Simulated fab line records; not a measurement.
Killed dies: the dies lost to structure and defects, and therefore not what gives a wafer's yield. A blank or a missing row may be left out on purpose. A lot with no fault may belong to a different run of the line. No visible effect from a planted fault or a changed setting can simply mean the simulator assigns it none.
Split-lot trial ; flow n5-finfet ; route with 1938 steps; 7 lots, 21 wafers read

== ABOUT THE SPLIT ==
At N5_BEOL_M13_ETCH_59 (etches BARC in N2/H2, target depth 89 nm, overetch 26.7 nm, time 67.9 s), the setting bias-w was moved away from the recipe's 150 W on 9 of the 21 wafers read, by -17.7% to -5.7%. All remaining wafers had this setting at the recipe value.

The reading comes from the split's own step.

== THE READING ==
rf-vpp-V, in V, at N5_BEOL_M13_ETCH_59 (etches BARC in N2/H2, target depth 89 nm, overetch 26.7 nm, time 67.9 s). A value of 524.6 V with a standard deviation of 2.4 V is what fault-free wafers of this fab line usually give.

wafer;tool, chamber at the split;bias-w as run, W;against the recipe;rf-vpp-V, V;against lot-mates on the recipe
L075.3;rie-diel-06, 3;141.4;-5.7%;501.8;-24.4
L075.4;rie-diel-06, 1;150;recipe;526.2;-
L075.5;rie-diel-06, 0;141.4;-5.7%;504.7;-21.5
L076.2;rie-diel-05, 1;150;recipe;525.4;-
L076.3;rie-diel-05, 2;150;recipe;520.9;-
L076.6;rie-diel-05, 0;150;recipe;525.5;-
L085.2;rie-diel-03, 1;133.1;-11.3%;489.4;-36.4
L085.3;rie-diel-03, 0;133.1;-11.3%;485.6;-40.2
L085.5;rie-diel-03, 1;150;recipe;525.8;-
L087.1;rie-diel-05, 3;150;recipe;524.0;-
L087.2;rie-diel-05, 2;150;recipe;519.8;-
L087.4;rie-diel-05, 2;150;recipe;519.4;-
L086.3;rie-diel-05, 2;150;recipe;518.6;-
L086.4;rie-diel-05, 0;123.6;-17.6%;464.0;-54.6
L086.6;rie-diel-05, 3;123.6;-17.6%;463.5;-55.1
L090.2;rie-diel-03, 1;123.5;-17.7%;464.5;-61.4
L090.4;rie-diel-03, 0;150;recipe;524.5;-
L090.5;rie-diel-03, 1;150;recipe;527.2;-
L096.1;rie-diel-03, 1;150;recipe;525.7;-
L096.2;rie-diel-03, 0;131.2;-12.5%;481.7;-44.0
L096.3;rie-diel-03, 2;131.2;-12.5%;484.3;-41.4

FIT RESULTS
A straight line over all 21 wafers: rf-vpp-V changes by +3.33 V for each +1% of bias-w; r = +0.99; the points scatter about the line by 2.6 V.
The same after taking each lot's own level away (the mean of its wafers on the recipe; 21 wafers): +3.29 V for each +1%; r = +0.99; scatter 2.4 V.
The reading moves by 58 V for the largest change in bias-w, on that fit.
From 518.60 to 526.20 V: that is the span of the lots' own levels, equal to 3.2 times the standard deviation above.
Hence the lot-to-lot level has little effect on the slope; both slopes agree.
Check: -58 V against its lot-mates is what the line predicts for one of the wafers moved furthest among these (-17.7%) when that wafer is left out of the fit. Against them it came out at -61.4 V.
Tool readings at the split's step, against how far the setting was moved: rf-vpp-V r = +0.99.

== THE FILE'S OWN FIT ==
rf-vpp-V changes by +3.35 V for each +1% of bias-w, r = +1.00.
